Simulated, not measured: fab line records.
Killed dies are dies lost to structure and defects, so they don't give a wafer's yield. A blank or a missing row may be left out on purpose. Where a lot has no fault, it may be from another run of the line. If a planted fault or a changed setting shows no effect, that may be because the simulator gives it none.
The tool behind it: which one? + flow n5-finfet + 27 wafers from 9 lots sampled at 5 of the route's 1938 steps

== WHAT THE GAUGES READ, wafer by wafer ==
N5_BEOL_M4_RC_MEAS_101.
| lot  | measured     | on        | DIBL_N (mV/V)  |
|------|--------------|-----------|----------------|
| L435 | day 9 01:54  | prober-01 | 36.7 36.7 36.5 |
| L436 | day 9 09:13  | prober-01 | 36.5 34.8 40.1 |
| L438 | day 9 17:25  | prober-01 | 38.8 38.9 37.1 |
| L441 | day 10 09:41 | prober-01 | 34.9 34.1 34.6 |
| L443 | day 11 08:12 | prober-02 | 32.2 39.6 37.6 |
| L444 | day 11 10:53 | prober-02 | 36.1 33.9 37.1 |
| L446 | day 12 11:37 | prober-01 | 36.8 39.9 36.6 |
| L447 | day 12 21:28 | prober-01 | 39.3 41.2 36.0 |
| L448 | day 12 22:21 | prober-02 | 33.5 36.2 37.3 |

== WHICH TOOL RAN EACH LOT (tool, then ch and the chambers of the sampled wafers, then the start) ==
| lot  | N5_FIN_CUT_CUT_ETCH_26            | N5_STI_FIN_REVEAL_ALD_00         | N5_STI_FIN_REVEAL_DENSIFY_30    | N5_STI_FIN_REVEAL_ETCHBACK_08     |
|------|-----------------------------------|----------------------------------|---------------------------------|-----------------------------------|
| L435 | rie-diel-06 ch 2,3, day 3 02:47   | ald-sin-02 ch 0,2,3, day 3 03:41 | rtp-anneal-01 ch 0, day 3 09:41 | rie-diel-01 ch 1,3, day 3 09:54   |
| L436 | rie-diel-02 ch 0,1,3, day 3 12:11 | ald-sin-04 ch 1,2,3, day 3 12:52 | rtp-anneal-02 ch 0, day 3 18:16 | rie-diel-05 ch 0,2,3, day 3 18:29 |
| L438 | rie-diel-06 ch 1,3, day 3 23:05   | ald-sin-04 ch 0,1,3, day 4 00:10 | rtp-anneal-01 ch 0, day 4 05:36 | rie-diel-03 ch 0,1, day 4 06:15   |
| L441 | rie-diel-02 ch 1,2,3, day 4 15:42 | ald-sin-04 ch 0,3, day 4 16:16   | rtp-anneal-02 ch 0, day 4 21:44 | rie-diel-03 ch 1,3, day 4 22:04   |
| L443 | rie-diel-04 ch 1,3, day 5 04:28   | ald-sin-01 ch 0,1, day 5 04:58   | rtp-anneal-01 ch 0, day 5 10:25 | rie-diel-03 ch 0,2, day 5 10:39   |
| L444 | rie-diel-06 ch 2,3, day 5 09:04   | ald-sin-01 ch 0,1,2, day 5 09:37 | rtp-anneal-01 ch 0, day 5 15:08 | rie-diel-01 ch 0,1,3, day 5 15:23 |
| L446 | rie-diel-06 ch 1,2,3, day 5 21:54 | ald-sin-02 ch 1,2, day 5 22:25   | rtp-anneal-02 ch 0, day 6 03:59 | rie-diel-03 ch 2,3, day 6 04:08   |
| L447 | rie-diel-04 ch 0,1, day 6 02:55   | ald-sin-02 ch 1,2, day 6 03:31   | rtp-anneal-02 ch 0, day 6 08:56 | rie-diel-03 ch 2,3, day 6 09:09   |
| L448 | rie-diel-04 ch 0,3, day 6 08:50   | ald-sin-04 ch 0,2,3, day 6 09:22 | rtp-anneal-02 ch 0, day 6 17:22 | rie-diel-01 ch 0,3, day 6 17:32   |
- N5_FIN_CUT_CUT_ETCH_26: etches SiNx in CH3F/O2, target depth 39 nm, time 55.7 s.
- N5_STI_FIN_REVEAL_ALD_00: deposits SiO2, target thk 1 nm, pulse time 1 s.
- N5_STI_FIN_REVEAL_DENSIFY_30
- N5_STI_FIN_REVEAL_ETCHBACK_08: etches SiO2 in C4F6/O2, target depth 30.5 nm, time 10.167 s.

== THE ANSWER, worked out from the rows above alone ==
Rule: usual is defined by the lots themselves. Put in order of their means at a reading, lots are off if they are a third of the lots or fewer, leave a main group of 4 or more, and stand apart from it by a gap of 3 or more times the standard deviation of the main group's means; of several such gaps the widest counts. A main group whose means are all the same, to the digits that the tables above print for the reading, isn't used. A lot without any number at a reading at which 4 lots or more have one is off too. The other lots that the step has rows for count as sound.
None of the lots is off at any reading shown; this tells nothing.

== WHAT HAD BEEN PUT IN BY THE SIMULATOR ==
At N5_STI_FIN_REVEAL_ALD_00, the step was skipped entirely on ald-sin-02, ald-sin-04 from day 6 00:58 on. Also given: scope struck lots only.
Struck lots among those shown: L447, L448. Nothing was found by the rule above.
